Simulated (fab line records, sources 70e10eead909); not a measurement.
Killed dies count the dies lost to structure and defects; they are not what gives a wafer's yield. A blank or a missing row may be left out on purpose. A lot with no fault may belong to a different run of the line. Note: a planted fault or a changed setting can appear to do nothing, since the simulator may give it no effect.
Chamber matching | flow nand-harc | NHARC_A_BLC_STRIP_21 on rie-diel-07: 4 sister chambers
The step strips in O2. 18 wafers are shown with their chamber, then 9 later ones without.

== EACH WAFER AND ITS CHAMBER ==
wafer  | chamber | showerhead-plenum-p-Torr (Torr) | oes-product-au (a.u.) | rf-vpp-V (V)
L077.2 | 1       | 3.48                            | 0.996                 | 57.2
L077.4 | 0       | 3.64                            | 0.991                 | 58.2
L077.5 | 2       | 3.70                            | 0.990                 | 58.0
L075.2 | 2       | 3.70                            | 1.005                 | 57.4
L075.3 | 3       | 3.55                            | 1.002                 | 57.7
L075.5 | 0       | 3.64                            | 1.005                 | 57.0
L078.2 | 1       | 3.48                            | 0.995                 | 57.6
L078.5 | 0       | 3.64                            | 0.995                 | 58.8
L078.6 | 1       | 3.48                            | 0.994                 | 58.6
L080.1 | 2       | 3.70                            | 0.999                 | 59.6
L080.2 | 1       | 3.48                            | 1.003                 | 59.1
L080.4 | 3       | 3.55                            | 1.000                 | 57.6
L082.2 | 2       | 3.70                            | 0.992                 | 58.9
L082.4 | 1       | 3.48                            | 0.977                 | 58.5
L082.6 | 2       | 3.70                            | 0.986                 | 57.5
L089.1 | 0       | 3.64                            | 1.007                 | 58.3
L089.2 | 2       | 3.69                            | 1.008                 | 58.5
L089.5 | 0       | 3.64                            | 1.005                 | 57.9

SIGNATURES (means of the wafers above)
reading                  | chamber 0 | chamber 1 | chamber 2 | chamber 3 | scatter within a chamber
showerhead-plenum-p-Torr | 3.6400    | 3.4800    | 3.6983    | 3.5500    | 0.00244
oes-product-au           | 1.00060   | 0.99300   | 0.99667   | 1.00100   | 0.00827
rf-vpp-V                 | 58.040    | 58.200    | 58.317    | 57.650    | 0.748
Rule: a wafer's distance from a chamber is the root of the sum, over the readings, of the square of ((its reading less the chamber's mean) divided by the reading's scatter). The wafer belongs to the nearest chamber; if the next one is less than 2 further off, it can't be placed. The scatter: the root of (the sum of the squares of (reading less its chamber's mean) over the shown wafers, divided by (wafers less chambers)).

== WAFERS WHOSE CHAMBER IS MISSING ==
wafer  | showerhead-plenum-p-Torr (Torr) | oes-product-au (a.u.) | rf-vpp-V (V)
L091.1 | 3.48                            | 0.998                 | 58.1
L091.3 | 3.55                            | 0.994                 | 58.6
L091.6 | 3.55                            | 0.983                 | 57.5
L094.1 | 3.55                            | 1.004                 | 57.7
L094.2 | 3.63                            | 1.002                 | 58.3
L094.6 | 3.55                            | 0.992                 | 57.3
L097.1 | 3.54                            | 1.012                 | 56.3
L097.3 | 3.63                            | 1.021                 | 57.8
L097.6 | 3.54                            | 1.003                 | 58.3

== WHICH CHAMBER EACH ONE RAN IN ==
wafer  | from the rows above | in truth
L091.1 | 1                   | 1
L091.3 | 3                   | 3
L091.6 | 3                   | 3
L094.1 | 3                   | 3
L094.2 | 0                   | 0
L094.6 | 3                   | 3
L097.1 | 3                   | 3
L097.3 | 0                   | 0
L097.6 | 3                   | 3
Correctly placed: 9 of 9. Not placeable from these rows: 0. Placed wrongly: 0.
